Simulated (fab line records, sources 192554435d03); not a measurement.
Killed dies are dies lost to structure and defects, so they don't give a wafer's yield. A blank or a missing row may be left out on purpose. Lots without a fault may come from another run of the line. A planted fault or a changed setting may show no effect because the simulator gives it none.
Chamber matching | flow n5_finfet | N5_BEOL_M12_ETCH_59 on rie_diel-03: 4 sister chambers
The step etches BARC in N2/H2, target depth 89 nm, overetch 26.7 nm, time 67.9 s. 14 wafers are shown with their chamber, then 7 later ones without.

WAFERS WITH THEIR CHAMBER
wafer  | chamber | drypump_motor_current_A (A) | showerhead_plenum_p_Torr (Torr) | throttle_valve_pct (%)
L074.1 | 2       | 5.6                         | 2.66                            | 18.0
L074.4 | 0       | 6.0                         | 2.61                            | 18.3
L074.5 | 0       | 6.0                         | 2.61                            | 18.3
L076.1 | 0       | 6.0                         | 2.61                            | 18.3
L076.3 | 2       | 5.7                         | 2.66                            | 18.0
L076.5 | 1       | 5.8                         | 2.68                            | 17.5
L079.2 | 0       | 6.0                         | 2.60                            | 17.9
L079.4 | 1       | 5.8                         | 2.67                            | 17.5
L079.6 | 2       | 5.6                         | 2.65                            | 18.0
L080.1 | 3       | 5.1                         | 2.71                            | 17.7
L080.2 | 0       | 6.0                         | 2.60                            | 17.9
L080.5 | 1       | 5.8                         | 2.67                            | 17.5
L088.1 | 3       | 5.1                         | 2.71                            | 17.7
L088.2 | 2       | 5.6                         | 2.64                            | 18.0

SIGNATURES (means of the wafers above)
reading                  | chamber 0 | chamber 1 | chamber 2 | chamber 3 | scatter within a chamber
drypump_motor_current_A  | 6.000     | 5.800     | 5.625     | 5.100     | 0.0274
showerhead_plenum_p_Torr | 2.6060    | 2.6733    | 2.6525    | 2.7100    | 0.00679
throttle_valve_pct       | 18.140    | 17.500    | 18.000    | 17.700    | 0.139
Rule: a wafer's distance from a chamber is the root of the sum, over the readings, of the square of ((its reading less the chamber's mean) divided by the reading's scatter). The wafer belongs to the nearest chamber; if the next one is less than 2 further off, it can't be placed. The scatter: the root of (the sum of the squares of (reading less its chamber's mean) over the shown wafers, divided by (wafers less chambers)).

WAFERS WITHOUT THEIR CHAMBER
wafer  | drypump_motor_current_A (A) | showerhead_plenum_p_Torr (Torr) | throttle_valve_pct (%)
L088.3 | 6.0                         | 2.59                            | 17.9
L092.1 | 5.1                         | 2.70                            | 17.7
L092.4 | 5.7                         | 2.64                            | 18.0
L092.5 | 5.1                         | 2.70                            | 17.7
L094.1 | 5.7                         | 2.64                            | 18.0
L094.5 | 5.1                         | 2.70                            | 17.7
L094.6 | 5.6                         | 2.64                            | 18.0

WHICH CHAMBER EACH WENT THROUGH
wafer  | from the rows above | in truth
L088.3 | 0                   | 0
L092.1 | 3                   | 3
L092.4 | 2                   | 2
L092.5 | 3                   | 3
L094.1 | 2                   | 2
L094.5 | 3                   | 3
L094.6 | 2                   | 2
Placed correctly: 7 of 7. Can't be placed from these rows: 0. Placed wrongly: 0.
